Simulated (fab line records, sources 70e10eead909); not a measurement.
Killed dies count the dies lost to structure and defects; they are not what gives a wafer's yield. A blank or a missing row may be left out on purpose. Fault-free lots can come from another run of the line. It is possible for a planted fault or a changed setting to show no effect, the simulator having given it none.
fab line records	flow nand-harc
[record] lots = 24	wafers = 72	last-day = 33
route steps=1302 shown P_ZERO_WELL@68 P_STI@91 P_GATE@149
lots with no fault: from the same line, run without faults
start-h: hours from the record's first day to the start of the lot's first wafer shown	wait-h: how many hours have passed since the lot's step before this one	" same as the row above	L1.1+2: a single row standing in for several wafers	- value missing, or start not given	* or withheld: withheld	< > ~ a bound
route shown NAME@n: names a module that has steps shown in the file, with the first one's number in the route	usual: the fault-free wafers' mean and standard deviation	same: alike in all rows	chamber/n: place in a boat	sites: readings site by site	_std_site: standard deviation of those values	_edge_site: inner sites' mean taken away from outer sites' mean	radius-mm: for every site, how far away it sits from the centre of the wafer	mask NAME#n: copy n	behind: the tool/chamber that last shaped the wafer	hold: cause of the lot's hold/its duration in hours/its outcome	device: the n, p or np transistor that did not switch	end of line: the route-end tests of the same wafers	where a step has no rows: the recipe by itself	killed: dies lost to structure and defects at the first sort, not the wafer's yield	map: a wafer's dies, marking killed ones x, the rest . and places with no die _
set.NAME: the setting that was run; set.NAME@STEP: the one run at that earlier step	model.NAME: the simulator's own value behind a step, which no gauge read
steps of the route over a sample of lots; a table a step, a row a wafer
services: from which hour (start-h, from the record's first day; less than 0 if before it) a tool's chamber was out of use, for how many hours, and why
[[steps]]
[step NHARC_P_ZERO_WELL_INSPECT_43]
[usual] raw-defect-count = 12/5.5
lot.wafer	tool	chamber	start-h	wait-h	raw-defect-count
L074.3	defect-inspect-02	-	11.67	0.4	16
L074.4	"	-	"	"	13
L074.5	"	-	"	"	9
L075.1	defect-inspect-02	-	13.77	0.6	21
L075.2	"	-	"	"	12
L075.3	"	-	"	"	17
L076.1	defect-inspect-02	-	23.58	0.6	8
L076.3	"	-	"	"	9
L076.5	"	-	"	"	23
L077.3	defect-inspect-02	-	33.46	0.4	7
L077.5	"	-	"	"	5
L077.6	"	-	"	"	8
L078.1	defect-inspect-02	-	43.46	0.6	19
L078.2	"	-	"	"	8
L078.5	"	-	"	"	18
L079.1	defect-inspect-02	-	53.75	0.6	21
L079.3	"	-	"	"	11
L079.6	"	-	"	"	13
L080.3	defect-inspect-02	-	64.14	0.3	17
L080.5	"	-	"	"	12
L080.6	"	-	"	"	17
L081.1	defect-inspect-02	-	77.79	0.6	16
L081.4	"	-	"	"	12
L081.6	"	-	"	"	6
L082.2	defect-inspect-01	-	83.44	0.5	8
L082.3	"	-	"	"	10
L082.4	"	-	"	"	7
L083.1	defect-inspect-01	-	93.74	0.6	10
L083.2	"	-	"	"	11
L083.6	"	-	"	"	8
L084.1	defect-inspect-02	-	103.74	0.6	11
L084.2	"	-	"	"	6
L084.4	"	-	"	"	19
L085.2	defect-inspect-02	-	113.90	0.5	8
L085.4	"	-	"	"	9
L085.6	"	-	"	"	7
L086.1	defect-inspect-02	-	123.72	0.6	18
L086.2	"	-	"	"	9
L086.6	"	-	"	"	17
L087.1	defect-inspect-01	-	133.96	0.6	7
L087.2	"	-	"	"	12
L087.5	"	-	"	"	9
L088.3	defect-inspect-02	-	143.45	0.4	9
L088.4	"	-	"	"	11
L088.5	"	-	"	"	13
L089.1	defect-inspect-01	-	153.18	0.6	14
L089.4	"	-	"	"	20
L089.5	"	-	"	"	25
L090.1	defect-inspect-02	-	163.53	0.6	11
L090.2	"	-	"	"	7
L090.5	"	-	"	"	6
L091.1	defect-inspect-01	-	173.44	0.6	10
L091.5	"	-	"	"	6
L091.6	"	-	"	"	7
L092.1	defect-inspect-01	-	183.47	0.6	16
L092.2	"	-	"	"	14
L092.5	"	-	"	"	15
L093.2	defect-inspect-02	-	193.86	0.5	17
L093.5	"	-	"	"	28
L093.6	"	-	"	"	11
L094.1	defect-inspect-01	-	203.35	0.6	19
L094.2	"	-	"	"	8
L094.6	"	-	"	"	11
L095.2	defect-inspect-01	-	214.55	0.5	14
L095.3	"	-	"	"	12
L095.6	"	-	"	"	20
L096.1	defect-inspect-02	-	223.25	0.6	6
L096.3	"	-	"	"	13
L096.4	"	-	"	"	4
L097.1	defect-inspect-01	-	233.46	0.6	19
L097.3	"	-	"	"	8
L097.6	"	-	"	"	9
[step NHARC_P_STI_CD_MEAS_16]
[usual] cd-nm = 199.3/1.6
lot.wafer	tool	chamber	start-h	wait-h	cd-nm
L075.1	cd-sem-03	-	28.54	-	199.7
L075.2	"	-	"	"	201.6
L075.3	"	-	"	"	199.5
L074.3	cd-sem-02	-	28.67	-	200.0
L074.4	"	-	"	"	202.6
L074.5	"	-	"	"	201.3
L076.1	cd-sem-02	-	39.62	-	199.2
L076.3	"	-	"	"	196.3
L076.5	"	-	"	"	199.5
L077.3	cd-sem-02	-	48.56	-	197.6
L077.5	"	-	"	"	200.1
L077.6	"	-	"	"	198.8
L078.1	cd-sem-03	-	60.42	-	199.3
L078.2	"	-	"	"	201.0
L078.5	"	-	"	"	200.4
L079.1	cd-sem-01	-	69.57	-	200.8
L079.3	"	-	"	"	198.1
L079.6	"	-	"	"	200.2
L080.3	cd-sem-02	-	79.72	-	197.9
L080.5	"	-	"	"	195.9
L080.6	"	-	"	"	198.1
L081.1	cd-sem-03	-	93.30	-	200.9
L081.4	"	-	"	"	200.2
L081.6	"	-	"	"	199.6
L082.2	cd-sem-01	-	98.46	-	199.6
L082.3	"	-	"	"	197.4
L082.4	"	-	"	"	200.2
L083.1	cd-sem-03	-	115.43	-	199.4
L083.2	"	-	"	"	198.4
L083.6	"	-	"	"	197.8
L084.1	cd-sem-03	-	119.76	-	199.0
L084.2	"	-	"	"	200.4
L084.4	"	-	"	"	199.2
L085.2	cd-sem-02	-	129.75	-	198.4
L085.4	"	-	"	"	198.2
L085.6	"	-	"	"	199.8
L086.1	cd-sem-01	-	139.09	-	197.0
L086.2	"	-	"	"	198.5
L086.6	"	-	"	"	197.5
L087.1	cd-sem-01	-	150.03	-	198.7
L087.2	"	-	"	"	200.5
L087.5	"	-	"	"	199.3
L088.3	cd-sem-03	-	159.52	-	199.3
L088.4	"	-	"	"	198.2
L088.5	"	-	"	"	201.0
L089.1	cd-sem-03	-	168.49	-	200.1
L089.4	"	-	"	"	198.9
L089.5	"	-	"	"	202.0
L090.1	cd-sem-01	-	180.71	-	198.0
L090.2	"	-	"	"	202.0
L090.5	"	-	"	"	200.7
L091.1	cd-sem-01	-	192.01	-	199.6
L091.5	"	-	"	"	199.4
L091.6	"	-	"	"	198.9
L092.1	cd-sem-01	-	201.63	-	196.1
L092.2	"	-	"	"	197.5
L092.5	"	-	"	"	194.1
L093.2	cd-sem-02	-	211.94	-	201.0
L093.5	"	-	"	"	197.7
L093.6	"	-	"	"	200.4
L094.1	cd-sem-01	-	222.63	-	200.7
L094.2	"	-	"	"	198.1
L094.6	"	-	"	"	201.0
L095.2	cd-sem-02	-	232.12	-	199.6
L095.3	"	-	"	"	200.0
L095.6	"	-	"	"	199.5
L096.1	cd-sem-02	-	241.00	-	199.0
L096.3	"	-	"	"	199.2
L096.4	"	-	"	"	199.8
L097.1	cd-sem-02	-	249.02	-	200.3
L097.3	"	-	"	"	201.0
L097.6	"	-	"	"	201.1
[step NHARC_P_GATE_ETCH_32]
[recipe] target-depth-a = 1500	over-etch-frac = 1	over-etch-ion-energy-ev = 40	time-s = 100.1	hbr-flow-sccm = 150	cl2-flow-sccm = 50	rf-w = 400	icp-w = 400	bias-w = 100	chemistry = HBr/Cl2
[usual] drypump-motor-current-A = 5.8/0.6	oes-product-au = 0.997/0.0067	throttle-valve-pct = 26.404/0.0087
lot.wafer	tool	chamber	start-h	wait-h	drypump-motor-current-A	oes-product-au	rf-hours-counter-h	throttle-valve-pct
L075.1	rie-si-05	3	79.06	-	6.1	0.991	0.8	26.415
L075.3	"	1	"	"	6.5	1.002	0.9	26.417
L075.2	"	2	"	"	6.4	0.988	0.8	26.397
L074.4	rie-si-06	1	79.65	-	4.6	1.006	0.2	26.404
L074.3	"	3	"	"	5.6	1.000	0.1	26.397
L074.5	"	1	"	"	4.7	0.997	-	26.408
L076.3	rie-si-02	1	93.52	-	6.0	1.004	0.1	26.388
L076.1	"	2	"	"	6.5	0.991	0.1	26.414
L076.5	"	3	"	"	5.0	0.992	-	26.415
L077.3	rie-si-06	1	97.70	-	4.6	1.000	0.3	26.397
L077.6	"	0	"	"	6.5	1.002	-	26.410
L077.5	"	1	"	"	4.6	1.000	-	26.402
L078.1	rie-si-06	3	111.34	-	5.7	1.000	0.3	26.406
L078.2	"	1	"	"	4.6	0.993	0.5	26.401
L078.5	"	3	"	"	5.7	1.000	-	26.391
L079.3	rie-si-06	3	128.36	-	5.7	1.002	0.5	26.402
L079.1	"	1	"	"	4.6	0.985	0.6	26.413
L079.6	"	3	"	"	5.7	1.007	-	26.403
L080.3	rie-si-06	1	133.65	-	4.7	0.992	0.7	26.396
L080.6	"	3	"	"	5.6	1.002	-	26.400
L080.5	"	0	"	"	6.5	0.997	-	26.392
L082.3	rie-si-06	2	150.67	-	6.0	0.992	0.7	26.412
L082.4	"	3	"	"	5.7	1.004	0.7	26.397
L082.2	"	0	"	"	6.5	1.004	0.6	26.423
L081.4	rie-si-02	2	150.84	-	6.5	0.993	0.4	26.410
L081.1	"	0	"	"	5.6	0.999	0.4	26.407
L081.6	"	2	"	"	6.5	0.998	-	26.396
L084.1	rie-si-02	0	168.27	-	5.6	1.003	0.5	26.408
L084.2	"	1	"	"	6.0	0.993	0.5	26.418
L084.4	"	2	"	"	6.5	0.990	0.5	26.396
L083.1	rie-si-06	3	168.98	-	5.6	1.009	0.8	26.402
L083.2	"	1	"	"	4.7	0.999	0.8	26.396
L083.6	"	0	"	"	6.5	1.003	-	26.398
L085.2	rie-si-05	2	184.58	-	6.4	0.994	0.4	26.422
L085.4	"	3	"	"	6.1	0.993	0.4	26.394
L085.6	"	0	"	"	5.5	0.997	-	26.397
L086.1	rie-si-06	1	189.15	-	4.7	0.990	1.0	26.402
L086.2	"	2	"	"	6.0	1.005	1.0	26.403
L086.6	"	1	"	"	4.7	0.996	-	26.409
L087.2	rie-si-05	2	201.30	-	6.3	0.995	0.5	26.399
L087.1	"	0	"	"	5.5	0.988	0.6	26.406
L087.5	"	2	"	"	6.4	0.998	-	26.388
L088.3	rie-si-06	1	217.09	-	4.6	0.988	1.1	26.399
L088.4	"	2	"	"	6.0	0.991	1.1	26.413
L088.5	"	1	"	"	4.6	0.998	-	26.380
L089.4	rie-si-06	0	221.24	-	6.5	1.009	1.0	26.388
L089.1	"	2	"	"	6.0	1.008	1.2	26.417
L089.5	"	0	"	"	6.5	1.009	-	26.397
L090.1	rie-si-02	1	233.24	-	6.0	0.992	0.8	26.405
L090.2	"	2	"	"	6.5	0.994	0.8	26.415
L090.5	"	2	"	"	6.5	0.989	-	26.433
L091.1	rie-si-06	2	245.47	-	6.0	0.997	0.0	26.400
L091.5	"	1	"	"	4.7	0.994	-	26.393
L091.6	"	2	"	"	6.0	0.995	-	26.407
L092.1	rie-si-06	0	257.31	-	6.5	0.996	0.1	26.402
L092.2	"	1	"	"	4.6	0.990	0.2	26.404
L092.5	"	2	"	"	6.1	0.995	-	26.400
L093.2	rie-si-02	1	262.41	-	6.0	0.996	0.0	26.406
L093.5	"	0	"	"	5.6	0.999	-	26.412
L093.6	"	1	"	"	6.0	0.993	-	26.407
L094.1	rie-si-06	2	276.94	-	6.0	0.989	0.4	26.406
L094.2	"	3	"	"	5.6	1.000	0.2	26.416
L094.6	"	2	"	"	6.0	0.997	-	26.417
L095.3	rie-si-02	1	281.35	-	6.0	0.981	0.2	26.412
L095.2	"	2	"	"	6.5	0.998	0.1	26.412
L095.6	"	3	"	"	5.0	0.993	-	26.417
L096.3	rie-si-02	1	293.48	-	6.0	1.001	0.3	26.407
L096.1	"	2	"	"	6.5	0.992	0.2	26.412
L096.4	"	3	"	"	5.1	0.998	0.2	26.404
L097.3	rie-si-05	0	299.83	-	5.5	1.003	0.1	26.409
L097.1	"	2	"	"	6.3	0.995	0.1	26.409
L097.6	"	1	"	"	6.6	1.003	-	26.396
[step NHARC_P_GATE_CD_MEAS_46]
[recipe] target-cd-nm = 720	landing-energy-ev = 500
[usual] cd-nm = 720.5/1.3
lot.wafer	tool	chamber	start-h	wait-h	cd-nm
L075.1	cd-sem-02	0	90.21	-	719.7
L075.2	"	0	"	"	720.2
L075.3	"	0	"	"	719.7
L074.3	cd-sem-02	0	91.01	-	719.9
L074.4	"	0	"	"	722.5
L074.5	"	0	"	"	719.7
L076.1	cd-sem-03	0	106.86	-	720.3
L076.3	"	0	"	"	721.1
L076.5	"	0	"	"	719.4
L077.3	cd-sem-02	0	109.03	-	720.5
L077.5	"	0	"	"	720.3
L077.6	"	0	"	"	721.8
L078.1	cd-sem-03	0	122.64	-	720.9
L078.2	"	0	"	"	720.2
L078.5	"	0	"	"	720.9
L079.1	cd-sem-03	0	142.00	-	718.9
L079.3	"	0	"	"	719.4
L079.6	"	0	"	"	720.9
L080.3	cd-sem-03	0	145.00	-	720.4
L080.5	"	0	"	"	721.3
L080.6	"	0	"	"	721.7
L082.2	cd-sem-01	0	162.05	-	719.4
L082.3	"	0	"	"	720.8
L082.4	"	0	"	"	718.6
L081.1	cd-sem-03	0	162.21	-	721.7
L081.4	"	0	"	"	721.6
L081.6	"	0	"	"	720.5
L084.1	cd-sem-03	0	179.68	-	721.4
L084.2	"	0	"	"	720.8
L084.4	"	0	"	"	720.3
L083.1	cd-sem-01	0	180.31	-	720.9
L083.2	"	0	"	"	720.2
L083.6	"	0	"	"	719.2
L085.2	cd-sem-02	0	195.79	-	720.2
L085.4	"	0	"	"	719.8
L085.6	"	0	"	"	719.5
L086.1	cd-sem-03	0	200.51	-	720.0
L086.2	"	0	"	"	721.0
L086.6	"	0	"	"	721.2
L087.1	cd-sem-02	0	212.52	-	718.5
L087.2	"	0	"	"	719.1
L087.5	"	0	"	"	719.0
L088.3	cd-sem-03	0	230.58	-	720.4
L088.4	"	0	"	"	720.6
L088.5	"	0	"	"	720.6
L089.1	cd-sem-02	0	232.43	-	720.5
L089.4	"	0	"	"	720.3
L089.5	"	0	"	"	721.2
L090.1	cd-sem-03	0	244.42	-	722.3
L090.2	"	0	"	"	720.3
L090.5	"	0	"	"	721.3
L091.1	cd-sem-01	0	256.90	-	719.6
L091.5	"	0	"	"	721.6
L091.6	"	0	"	"	717.7
L092.1	cd-sem-01	0	268.59	-	719.7
L092.2	"	0	"	"	718.0
L092.5	"	0	"	"	717.9
L093.2	cd-sem-02	0	273.67	-	721.1
L093.5	"	0	"	"	721.7
L093.6	"	0	"	"	720.4
L094.1	cd-sem-02	0	288.31	-	720.1
L094.2	"	0	"	"	720.8
L094.6	"	0	"	"	720.7
L095.2	cd-sem-01	0	292.56	-	721.9
L095.3	"	0	"	"	722.4
L095.6	"	0	"	"	721.7
L096.1	cd-sem-02	0	304.67	-	720.3
L096.3	"	0	"	"	717.7
L096.4	"	0	"	"	719.7
L097.1	cd-sem-01	0	311.16	-	717.1
L097.3	"	0	"	"	721.1
L097.6	"	0	"	"	718.1
[step NHARC_P_GATE_STRIP_113]
[recipe] power-w = 1500	temp-c = 110	time-s = 740	chemistry = N2/H2
[usual] drypump-motor-current-A = 6.0/0.36	heater-power-w = 83/3
lot.wafer	tool	chamber	start-h	wait-h	drypump-motor-current-A	heater-power-w	rf-hours-counter-h
L075.1	plasma-asher-01	1	94.18	0.2	6.1	82	27
L075.2	"	0	"	"	5.3	77	27
L075.3	"	1	"	"	6.1	86	-
L074.4	plasma-asher-02	1	95.22	0.3	6.2	86	-
L074.3	"	0	"	"	6.3	81	-
L074.5	"	0	"	"	6.2	84	-
L076.1	plasma-asher-01	1	110.91	0.2	6.1	86	29
L076.3	"	1	"	"	6.1	86	-
L076.5	"	1	"	"	6.1	86	-
L077.3	plasma-asher-02	1	113.14	0.4	6.2	85	-
L077.6	"	1	"	"	6.2	85	-
L077.5	"	0	"	"	6.3	83	-
L078.2	plasma-asher-01	0	126.51	0.2	5.4	75	32
L078.1	"	1	"	"	6.1	87	32
L078.5	"	1	"	"	6.1	82	-
L079.1	plasma-asher-02	0	146.12	0.3	6.3	82	17
L079.3	"	0	"	"	6.3	82	-
L079.6	"	0	"	"	6.3	81	-
L080.3	plasma-asher-02	0	149.41	0.5	6.2	83	-
L080.5	"	1	"	"	6.2	85	-
L080.6	"	0	"	"	6.3	82	-
L082.2	plasma-asher-01	1	166.05	0.2	6.1	87	3
L082.4	"	1	"	"	6.1	86	-
L082.3	"	0	"	"	5.4	81	-
L081.1	plasma-asher-02	0	166.32	0.3	6.2	81	23
L081.4	"	0	"	"	6.2	81	-
L081.6	"	0	"	"	6.2	81	-
L084.1	plasma-asher-02	0	183.68	0.2	6.3	83	27
L084.2	"	1	"	"	6.2	87	27
L084.4	"	1	"	"	6.2	88	-
L083.1	plasma-asher-01	0	184.24	0.2	5.4	85	8
L083.2	"	1	"	"	6.1	86	8
L083.6	"	0	"	"	5.4	83	-
L085.2	plasma-asher-02	0	199.97	0.3	6.3	83	29
L085.4	"	0	"	"	6.3	83	-
L085.6	"	0	"	"	6.3	82	-
L086.1	plasma-asher-01	1	204.68	0.2	6.1	88	11
L086.2	"	0	"	"	5.4	80	11
L086.6	"	1	"	"	6.1	88	-
L087.2	plasma-asher-02	1	216.27	0.2	6.2	85	31
L087.1	"	0	"	"	6.3	82	31
L087.5	"	1	"	"	6.2	89	-
L088.3	plasma-asher-01	1	234.78	0.4	6.1	87	-
L088.4	"	0	"	"	5.4	77	-
L088.5	"	0	"	"	5.4	80	-
L089.1	plasma-asher-02	0	236.77	0.2	6.3	83	0
L089.4	"	1	"	"	6.2	86	-
L089.5	"	1	"	"	6.2	84	-
L090.2	plasma-asher-01	1	248.33	0.2	6.1	85	20
L090.1	"	0	"	"	5.4	81	20
L090.5	"	1	"	"	6.1	85	-
L091.1	plasma-asher-02	1	260.77	0.2	6.2	84	6
L091.6	"	1	"	"	6.2	84	-
L091.5	"	0	"	"	6.2	84	-
L092.1	plasma-asher-01	0	272.50	0.2	5.4	81	27
L092.2	"	1	"	"	6.1	85	27
L092.5	"	0	"	"	5.4	83	-
L093.2	plasma-asher-01	1	277.70	0.3	6.1	88	28
L093.5	"	0	"	"	5.4	80	-
L093.6	"	1	"	"	6.1	85	-
L094.2	plasma-asher-01	1	292.35	0.2	6.1	87	31
L094.1	"	0	"	"	5.4	81	31
L094.6	"	0	"	"	5.4	82	-
L095.2	plasma-asher-02	0	296.55	0.3	6.3	85	13
L095.3	"	0	"	"	6.3	83	-
L095.6	"	0	"	"	6.3	83	-
L096.1	plasma-asher-01	1	308.53	0.2	6.1	86	34
L096.3	"	1	"	"	6.1	87	-
L096.4	"	0	"	"	5.4	80	-
L097.1	plasma-asher-02	0	315.18	0.3	6.3	82	16
L097.3	"	1	"	"	6.2	84	-
L097.6	"	0	"	"	6.3	84	-
[step NHARC_P_GATE_RTA_64]
[recipe] temp-c = 1050	time-s = 1
[usual] anneal-temp-c-max = 1053.8/1.1	lamp-power-pct = 31.8/0.48	lamp_zone_1_pct = 31.8/0.48	lamp_zone_2_pct = 31.8/0.49	wafer_temp_C_max = 1054.2/1.2
lot.wafer	tool	chamber	start-h	wait-h	anneal-temp-c-max	lamp-power-pct	lamp_zone_1_pct	lamp_zone_2_pct	wafer_temp_C_max
L075.1	rtp-anneal-01	0	95.47	-	1054.0	32.4	32.4	32.3	1054.2
L075.2	"	0	"	"	1054.5	32.3	32.3	32.3	1054.7
L075.3	"	0	"	"	1054.6	32.4	32.4	32.3	1052.2
L074.3	rtp-anneal-02	0	96.31	-	1052.3	31.4	31.3	31.3	1054.5
L074.4	"	0	"	"	1052.2	31.4	31.4	31.3	1056.9
L074.5	"	0	"	"	1052.7	31.4	31.4	31.4	1056.2
L076.1	rtp-anneal-02	0	112.34	-	1053.5	31.3	31.4	31.4	1057.4
L076.3	"	0	"	"	1053.6	31.4	31.4	31.4	1055.5
L076.5	"	0	"	"	1053.2	31.3	31.4	31.3	1057.6
L077.3	rtp-anneal-02	0	114.23	-	1053.1	31.3	31.3	31.4	1055.3
L077.5	"	0	"	"	1053.1	31.3	31.5	31.3	1053.6
L077.6	"	0	"	"	1053.6	31.4	31.4	31.4	1055.7
L078.1	rtp-anneal-01	0	127.78	-	1053.1	32.3	32.3	32.2	1053.7
L078.2	"	0	"	"	1055.4	32.3	32.3	32.3	1053.4
L078.5	"	0	"	"	1055.2	32.3	32.3	32.4	1052.9
L079.1	rtp-anneal-02	0	147.30	-	1053.0	31.4	31.4	31.4	1055.7
L079.3	"	0	"	"	1053.2	31.4	31.4	31.4	1054.2
L079.6	"	0	"	"	1053.1	31.4	31.4	31.4	1055.6
L080.3	rtp-anneal-01	0	150.38	-	1055.2	32.4	32.3	32.3	1053.8
L080.5	"	0	"	"	1054.9	32.3	32.3	32.3	1052.4
L080.6	"	0	"	"	1055.0	32.3	32.4	32.3	1052.9
L082.2	rtp-anneal-01	0	167.36	-	1052.5	32.4	32.3	32.3	1053.0
L082.3	"	0	"	"	1053.3	32.4	32.4	32.3	1053.3
L082.4	"	0	"	"	1055.1	32.3	32.3	32.3	1052.9
L081.1	rtp-anneal-02	0	167.48	-	1052.0	31.4	31.4	31.3	1055.0
L081.4	"	0	"	"	1053.8	31.4	31.3	31.3	1054.8
L081.6	"	0	"	"	1052.9	31.3	31.3	31.4	1053.9
L084.1	rtp-anneal-01	0	184.97	-	1055.8	32.4	32.4	32.3	1053.1
L084.2	"	0	"	"	1056.6	32.4	32.4	32.3	1053.7
L084.4	"	0	"	"	1055.3	32.3	32.4	32.3	1052.4
L083.1	rtp-anneal-02	0	185.52	-	1052.8	31.4	31.3	31.3	1055.6
L083.2	"	0	"	"	1052.5	31.3	31.4	31.3	1054.3
L083.6	"	0	"	"	1052.8	31.3	31.3	31.3	1054.4
L085.2	rtp-anneal-02	0	201.27	-	1053.1	31.4	31.4	31.3	1056.3
L085.4	"	0	"	"	1053.5	31.3	31.4	31.3	1054.7
L085.6	"	0	"	"	1053.0	31.3	31.3	31.3	1056.0
L086.1	rtp-anneal-01	0	205.95	-	1053.7	32.4	32.4	32.4	1053.6
L086.2	"	0	"	"	1056.5	32.4	32.4	32.3	1052.5
L086.6	"	0	"	"	1056.7	32.4	32.4	32.4	1053.0
L087.1	rtp-anneal-01	0	217.56	-	1055.8	32.4	32.3	32.3	1053.6
L087.2	"	0	"	"	1054.4	32.3	32.3	32.4	1053.6
L087.5	"	0	"	"	1054.2	32.3	32.3	32.4	1053.0
L088.3	rtp-anneal-02	0	235.88	-	1053.7	31.3	31.4	31.3	1055.3
L088.4	"	0	"	"	1054.0	31.3	31.3	31.3	1053.9
L088.5	"	0	"	"	1053.2	31.3	31.4	31.4	1053.8
L089.1	rtp-anneal-02	0	238.04	-	1053.5	31.4	31.4	31.3	1055.2
L089.4	"	0	"	"	1052.9	31.3	31.3	31.4	1054.4
L089.5	"	0	"	"	1053.8	31.4	31.4	31.4	1055.3
L090.1	rtp-anneal-01	0	249.62	-	1053.7	32.3	32.4	32.3	1053.9
L090.2	"	0	"	"	1054.6	32.3	32.4	32.3	1054.1
L090.5	"	0	"	"	1054.4	32.3	32.4	32.3	1052.7
L091.1	rtp-anneal-01	0	262.07	-	1054.3	32.3	32.3	32.2	1052.4
L091.5	"	0	"	"	1053.9	32.3	32.3	32.3	1054.3
L091.6	"	0	"	"	1055.7	32.3	32.2	32.3	1052.9
L092.1	rtp-anneal-02	0	273.80	-	1054.3	31.4	31.3	31.4	1053.6
L092.2	"	0	"	"	1052.6	31.4	31.4	31.4	1054.0
L092.5	"	0	"	"	1053.2	31.3	31.4	31.4	1055.1
L093.2	rtp-anneal-01	0	278.89	-	1055.2	32.3	32.3	32.3	1052.8
L093.5	"	0	"	"	1054.7	32.3	32.2	32.3	1052.5
L093.6	"	0	"	"	1054.5	32.3	32.3	32.3	1052.9
L094.1	rtp-anneal-01	0	293.64	-	1054.4	32.3	32.3	32.3	1053.8
L094.2	"	0	"	"	1054.6	32.4	32.4	32.4	1053.0
L094.6	"	0	"	"	1053.8	32.4	32.3	32.3	1052.7
L095.2	rtp-anneal-02	0	297.73	-	1052.3	31.4	31.3	31.3	1055.0
L095.3	"	0	"	"	1053.5	31.3	31.3	31.3	1054.7
L095.6	"	0	"	"	1052.7	31.3	31.3	31.3	1056.2
L096.1	rtp-anneal-02	0	309.81	-	1052.6	31.3	31.4	31.3	1053.5
L096.3	"	0	"	"	1053.2	31.3	31.4	31.4	1054.3
L096.4	"	0	"	"	1054.4	31.4	31.4	31.4	1055.0
L097.1	rtp-anneal-02	0	316.33	-	1053.5	31.4	31.4	31.4	1053.8
L097.3	"	0	"	"	1054.2	31.4	31.4	31.3	1055.4
L097.6	"	0	"	"	1053.6	31.4	31.5	31.4	1054.5
[[services]]
tool	chamber	start-h	hours	kind
rie-si-06	0	57.00	-	clean
rie-si-06	1	57.00	-	clean
rie-si-06	2	57.00	-	clean
rie-si-06	3	57.00	-	clean
rie-si-02	-	76.00	9.0	pm
plasma-asher-02	-	99.19	3.2	repair
rie-si-05	-	104.00	9.0	pm
rie-si-06	0	126.16	4.3	repair
rie-si-02	3	128.06	6.7	repair
plasma-asher-01	-	141.75	9.0	pm
rie-si-06	0	178.06	1.3	repair
plasma-asher-01	-	193.15	0.5	repair
rie-si-05	0	202.41	3.6	repair
plasma-asher-02	-	225.00	9.0	pm
rie-si-06	-	225.00	9.0	pm
rie-si-06	0	225.00	9.0	vent-cycle
rie-si-06	1	225.00	9.0	vent-cycle
rie-si-06	2	225.00	9.4	vent-cycle
rie-si-02	-	245.68	0.3	repair
rie-si-02	-	252.10	0.8	repair
rie-si-02	-	253.00	9.0	pm
rie-si-05	-	281.00	9.0	pm
rie-si-02	1	297.61	39.7	repair
rie-si-05	0	311.11	3.1	repair
[[key]]
fault none
